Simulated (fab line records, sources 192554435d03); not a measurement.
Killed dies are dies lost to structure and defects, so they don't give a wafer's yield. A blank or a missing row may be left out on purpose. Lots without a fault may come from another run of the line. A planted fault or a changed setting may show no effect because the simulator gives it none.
One fault seen from 2 desks | flow n5_finfet | each desk has only its own numbers; what lay behind them comes last

THE METROLOGY DESK
What the gauges read, lot by lot, whatever tool the lot ran on: means of the sampled wafers that have a number. A lot is out of limits, marked OUT, if its mean lies more than 4 standard deviations from the usual mean; the brackets give that distance. Of its 11 readings 7 are shown: those that lie furthest out on some lot.
Columns: A = DIBL_N at N5_BEOL_M4_RC_MEAS_101, usual 37.3 mV/V; B = IOFF_N at N5_BEOL_M4_RC_MEAS_101, usual 0.18 nA/um; C = ION_N at N5_BEOL_M4_RC_MEAS_101, usual 679 uA/um; D = ION_P at N5_BEOL_M4_RC_MEAS_101, usual 468 uA/um; E = SS_P at N5_BEOL_M4_RC_MEAS_101, usual 73.6 mV/dec; F = VT_N at N5_BEOL_M4_RC_MEAS_101, usual 248 mV; G = VT_P at N5_BEOL_M4_RC_MEAS_101, usual -248 mV
lot  | first seen here | A    | B    | C   | D   | E    | F   | G
L384 | day 5 10:40     | 34.3 | 0.12 | 663 | 461 | 72.5 | 254 | -250
L386 | day 6 00:03     | 37.0 | 0.16 | 677 | 460 | 73.6 | 251 | -252
L395 | day 8 04:08     | 38.3 | 0.18 | 683 | 472 | 74.2 | 249 | -248
L396 | day 8 11:05     | 38.9 | 0.23 | 688 | 473 | 74.1 | 245 | -244
L400 | day 9 12:48     | 37.4 | 0.14 | 658 | 457 | 73.6 | 253 | -252
L402 | day 9 21:37     | 36.4 | 0.15 | 671 | 456 | 73.0 | 251 | -253
This desk's finding: nothing out of limits on any of the 6 lots.

THE TOOL OWNER'S DESK: ald_metal-04
The tool's own readings at N5_MOL_CONTACT_COAG_ALD_20 (deposits TiN, target thk 1.5 nm, pulse time 1 s, purge time 3 s): means of the sampled wafers that have a number, for each lot that ran on this tool. A lot is out of limits, marked OUT, if its mean lies more than 4 standard deviations from the usual mean; the brackets give that distance.
Columns: A = heater_power_outer_w at N5_MOL_CONTACT_COAG_ALD_20, usual 565 W; B = heater_power_w at N5_MOL_CONTACT_COAG_ALD_20, usual 931 W; C = precursor_pulse_height_rel at N5_MOL_CONTACT_COAG_ALD_20, usual 1.000
lot  | first seen here | A   | B   | C
L384 | day 5 11:32     | 519 | 895 | 0.986
L386 | day 6 02:08     | 529 | 891 | 1.001
L395 | day 8 05:26     | 520 | 863 | 0.997
L396 | day 8 11:41     | 527 | 894 | 1.009
This desk's finding: nothing out of limits on any of the 4 lots.

PUT TOGETHER
The metrology desk saw nothing out of limits.
The tool owner's desk saw nothing out of limits.

WHAT THE SIMULATOR HAD PUT IN
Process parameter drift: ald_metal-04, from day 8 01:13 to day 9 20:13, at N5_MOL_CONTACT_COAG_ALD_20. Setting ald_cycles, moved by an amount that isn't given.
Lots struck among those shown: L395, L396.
